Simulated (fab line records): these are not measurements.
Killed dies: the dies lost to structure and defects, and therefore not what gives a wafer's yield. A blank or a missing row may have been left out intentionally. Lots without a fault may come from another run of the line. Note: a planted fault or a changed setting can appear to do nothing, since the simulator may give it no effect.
The tool behind it: which one? -- flow nand_harc -- 12 lots with 36 wafers sampled at 4 steps, on a route of 1159 steps

== WHAT THE GAUGES SHOWED, per wafer ==
The record holds no reading of a measuring or inspecting step that can be judged against a usual standard deviation.

== WHAT TOOL EACH LOT RAN ON (gives the tool, then ch and the chambers of the sampled wafers, and finally the start) ==
lot,NHARC_P_GATE_DESCUM_93,NHARC_P_CONTACT_DEP_00,NHARC_P_CONTACT_DEVELOP_11,NHARC_P_CONTACT_ALD_22
L517,"rie_diel-07 ch 0,3, day 5 11:10","pecvd-02 ch 0,1, day 5 15:00 or earlier","litho_track-04 ch 0, day 5 15:00","ald_metal-04 ch 0,2,3, day 5 17:49"
L518,"rie_diel-11 ch 0,1, day 5 16:56","pecvd-01 ch 1,2, day 5 21:00 or earlier","litho_track-04 ch 0, day 5 21:00","ald_metal-04 ch 0,1,2, day 5 23:44"
L519,"rie_diel-13 ch 1,2,3, day 5 17:55","pecvd-02 ch 0,2, day 5 22:00 or earlier","litho_track-04 ch 0, day 5 22:00","ald_metal-02 ch 0,1, day 6 00:42"
L522,"rie_diel-13 ch 1,2,3, day 6 15:03","pecvd-02 ch 0,1,2, day 6 19:00 or earlier","litho_track-01 ch 0, day 6 19:00","ald_metal-01 ch 1,2, day 6 21:31"
L525,"rie_diel-13 ch 0,3, day 7 07:10","pecvd-01 ch 0,2, day 7 11:00 or earlier","litho_track-06 ch 0, day 7 11:00","ald_metal-02 ch 0,1,2, day 7 14:08"
L530,"rie_diel-13 ch 0,1,2, day 8 15:27","pecvd-01 ch 0,1,2, day 8 19:00 or earlier","litho_track-04 ch 0, day 8 19:00","ald_metal-04 ch 0,1,3, day 8 22:02"
L531,"rie_diel-13 ch 0,1,2, day 8 22:43","pecvd-03 ch 0,1,2, day 9 03:00 or earlier","litho_track-04 ch 0, day 9 03:00","ald_metal-01 ch 1,2, day 9 05:35"
L534,"rie_diel-13 ch 0,1,3, day 9 11:31","pecvd-01 ch 0,2, day 10 01:00 or earlier","litho_track-04 ch 0, day 10 01:00","ald_metal-02 ch 0,1,3, day 10 03:49"
L537,"rie_diel-13 ch 0,1, day 10 04:49","pecvd-03 ch 1,2, day 10 08:25","litho_track-06 ch 0, day 10 09:00","ald_metal-02 ch 0,1,3, day 10 11:56"
L538,"rie_diel-13 ch 1,2, day 10 16:15","pecvd-02 ch 0,2, day 10 21:00 or earlier","litho_track-01 ch 0, day 10 21:00","ald_metal-04 ch 0,2,3, day 10 23:18"
L539,"rie_diel-07 ch 1,2,3, day 10 22:07","pecvd-03 ch 0,1, day 11 03:00 or earlier","litho_track-01 ch 0, day 11 03:00","ald_metal-04 ch 0,1, day 11 05:12"
L540,"rie_diel-13 ch 0,2,3, day 11 06:38","pecvd-02 ch 0,1,2, day 11 11:00 or earlier","litho_track-06 ch 0, day 11 11:00","ald_metal-04 ch 0,3, day 11 13:19"
- NHARC_P_GATE_DESCUM_93: chemistry O2, time 3 s.
- NHARC_P_CONTACT_DEP_00: deposits SiO2, target thk 500 nm.
- NHARC_P_CONTACT_DEVELOP_11: develop time 35 s.
- NHARC_P_CONTACT_ALD_22: deposits TiN, target thk 3 nm, pulse time 1 s, ald cycles 150.

== AS READ BY THE TOOLS THEMSELVES (means over the sampled wafers that have a number; for cases with no such wafer, the mark the record gives instead) ==
NHARC_P_GATE_DESCUM_93. Usual: drypump_motor_current_A 5.7 A, standard deviation 0.47; o2_flow_sccm 200.0 sccm, standard deviation 0.62; oes_product_au 0.996 a.u., standard deviation 0.0097; rf_vpp_V 57.8 V, standard deviation 0.96; showerhead_plenum_p_Torr 1.93 Torr, standard deviation 0.076; throttle_valve_pct 11.311 %, standard deviation 0.0086.
lot,tool,drypump_motor_current_A (A),o2_flow_sccm (sccm),oes_product_au (a.u.),rf_vpp_V (V),showerhead_plenum_p_Torr (Torr),throttle_valve_pct (%),flag
L517,rie_diel-07,6.3,200.4,1.001,56.7,1.93,11.306,
L518,rie_diel-11,5.7,200.1,0.994,58.7,1.98,11.310,
L519,rie_diel-13,5.8,200.1,0.990,57.8,1.93,11.315,
L522,rie_diel-13,5.8,200.3,0.998,59.1,1.93,11.313,
L525,rie_diel-13,5.8,199.6,0.994,57.8,1.95,11.320,
L530,rie_diel-13,5.6,200.2,0.997,56.8,1.90,11.309,
L531,rie_diel-13,5.6,199.7,1.003,57.9,1.90,11.311,
L534,rie_diel-13,5.7,200.4,0.992,57.9,1.95,11.306,
L537,rie_diel-13,5.4,199.9,0.992,57.2,1.93,11.310,
L538,rie_diel-13,5.5,199.3,0.995,57.7,1.91,11.315,
L539,rie_diel-07,5.4,199.1,1.013,58.8,1.98,11.310,
L540,rie_diel-13,5.9,200.2,0.995,57.8,1.91,11.318,

NHARC_P_CONTACT_DEP_00. Usual: heater_power_outer_w 323 W, standard deviation 48; heater_power_w 580 W, standard deviation 84; rf_fwd_power_W 897.7 W, standard deviation 2.5; throttle_valve_pct 15.6 %, standard deviation 0.57.
lot,tool,heater_power_outer_w (W),heater_power_w (W),rf_fwd_power_W (W),throttle_valve_pct (%),flag
L517,pecvd-02,328,545,896.9,15.1,
L518,pecvd-01,363,635,898.0,15.8,
L519,pecvd-02,256,451,898.7,15.0,
L522,pecvd-02,341,545,898.1,15.2,
L525,pecvd-01,392,720,897.9,15.6,
L530,pecvd-01,340,611,898.2,15.7,
L531,pecvd-03,330,630,898.8,16.1,
L534,pecvd-01,370,688,899.3,15.8,
L537,pecvd-03,346,647,899.2,16.0,
L538,pecvd-02,298,530,896.1,14.9,
L539,pecvd-03,331,619,898.3,16.2,
L540,pecvd-02,285,494,896.6,15.2,

NHARC_P_CONTACT_DEVELOP_11. Usual: developer_temp_C 23.00 C, standard deviation 0.1.
lot,tool,developer_temp_C (C),flag
L517,litho_track-04,23.07,
L518,litho_track-04,23.04,
L519,litho_track-04,22.91,
L522,litho_track-01,22.92,
L525,litho_track-06,22.98,
L530,litho_track-04,23.01,
L531,litho_track-04,22.05,OFF
L534,litho_track-04,21.98,OFF
L537,litho_track-06,23.08,
L538,litho_track-01,22.98,
L539,litho_track-01,23.00,
L540,litho_track-06,22.96,

NHARC_P_CONTACT_ALD_22. Usual: heater_power_outer_w 664 W, standard deviation 56; heater_power_w 1023 W, standard deviation 71; precursor_pulse_height_rel 0.999, standard deviation 0.018.
lot,tool,heater_power_outer_w (W),heater_power_w (W),precursor_pulse_height_rel,flag
L517,ald_metal-04,642,977,1.007,
L518,ald_metal-04,657,1017,1.005,
L519,ald_metal-02,692,1035,1.008,
L522,ald_metal-01,665,997,0.997,
L525,ald_metal-02,653,1036,1.001,
L530,ald_metal-04,681,1061,1.018,
L531,ald_metal-01,661,980,1.023,
L534,ald_metal-02,710,1067,0.993,
L537,ald_metal-02,702,1058,0.994,
L538,ald_metal-04,623,941,0.996,
L539,ald_metal-04,699,1013,0.992,
L540,ald_metal-04,649,986,1.000,

== THE ANSWER, worked out from the rows above alone ==
Rule: take the mean of a lot's wafers that have a number; if it is more than 3 standard deviations from the usual mean, the lot is off. Also off: a lot with no number at a reading for which 4 or more lots have one. The other lots that the step has rows for count as sound. First the gauges in route order, then the tools' own readings, where a lot's mean is used as printed above. The first step at which some lot is off is used, and at that step the reading that is off furthest; a lot without a number counts as furthest.
Off, at NHARC_P_CONTACT_DEVELOP_11 on developer_temp_C: L531, L534.
A tool fits if, at that step or a process step before it, it ran every lot that is off, and no sound lot after the first of them. NHARC_P_CONTACT_DEP_00: start missing for some lots; hours and lot order therefore follow NHARC_P_CONTACT_DEVELOP_11. One fits: NHARC_P_CONTACT_DEVELOP_11 on litho_track-04. A fault onset in the window from L530 (day 8 19:00, its last sound lot) to L531 (day 9 03:00, its first lot off) fits.
The tool's own readings at NHARC_P_CONTACT_DEVELOP_11 bear it out: on the lots that are off they differ by more than 5 times the standard deviation of the sound lots' means. developer_temp_C reads 22.02 C there against 23.00 C on the sound lots.

== WHAT THE SIMULATOR PUT IN ==
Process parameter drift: litho_track-04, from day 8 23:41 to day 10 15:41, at NHARC_P_CONTACT_DEVELOP_11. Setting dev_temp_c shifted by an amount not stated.
Shown lots that were struck: L531, L534. The rule given above showed the same thing.
